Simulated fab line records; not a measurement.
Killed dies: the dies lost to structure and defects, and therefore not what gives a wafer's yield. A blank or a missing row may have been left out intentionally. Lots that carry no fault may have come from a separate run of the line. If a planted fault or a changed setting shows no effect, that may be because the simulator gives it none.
Matching of chambers || flow n5 finfet || 3 sister chambers for N5_BEOL_M15_ILD_DEP_00 on pecvd-02
The step deposits SiO2 from TEOS/O2, target thk 1629.3 nm, time 346.1 s. 3 wafers are shown with their chamber, then 7 later ones without.

WAFERS, EACH WITH ITS CHAMBER
{"wafer": "L087.5", "chamber": 1, "throttle valve pct (%)": 18.9}
{"wafer": "L093.2", "chamber": 2, "throttle valve pct (%)": 17.5}
{"wafer": "L093.3", "chamber": 0, "throttle valve pct (%)": 19.6}

WAFERS WITH NO CHAMBER GIVEN
{"wafer": "L093.4", "throttle valve pct (%)": 18.9}
{"wafer": "L092.1", "throttle valve pct (%)": 17.3}
{"wafer": "L092.2", "throttle valve pct (%)": 19.0}
{"wafer": "L092.4", "throttle valve pct (%)": 18.7}
{"wafer": "L097.2", "throttle valve pct (%)": 17.7}
{"wafer": "L097.4", "throttle valve pct (%)": 17.7}
{"wafer": "L097.6", "throttle valve pct (%)": 19.3}

WHICH CHAMBER EACH ONE RAN IN
{"wafer": "L093.4", "from the rows above": 1, "in truth": 1}
{"wafer": "L092.1", "from the rows above": 2, "in truth": 2}
{"wafer": "L092.2", "from the rows above": 1, "in truth": 1}
{"wafer": "L092.4", "from the rows above": 1, "in truth": 1}
{"wafer": "L097.2", "from the rows above": 2, "in truth": 2}
{"wafer": "L097.4", "from the rows above": 2, "in truth": 2}
{"wafer": "L097.6", "from the rows above": "can't be placed: 0 or 1", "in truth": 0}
6 of 7 placed correctly. Not placeable from these rows: 1 (in 1, the candidates include the true chamber). Number placed wrongly: 0.
How it was worked out, from the rows above alone: a wafer's distance from a chamber is the root of the sum, over the readings, of the square of ((its reading less the chamber's mean) divided by the reading's scatter). The wafer belongs to the nearest chamber; if the next one is less than 2 further off, it can't be placed. Each chamber's mean is taken over the wafers shown for it. The scatter: with one shown wafer a chamber, the root of the mean of the squares of how far each hidden wafer lies from its nearest shown one.
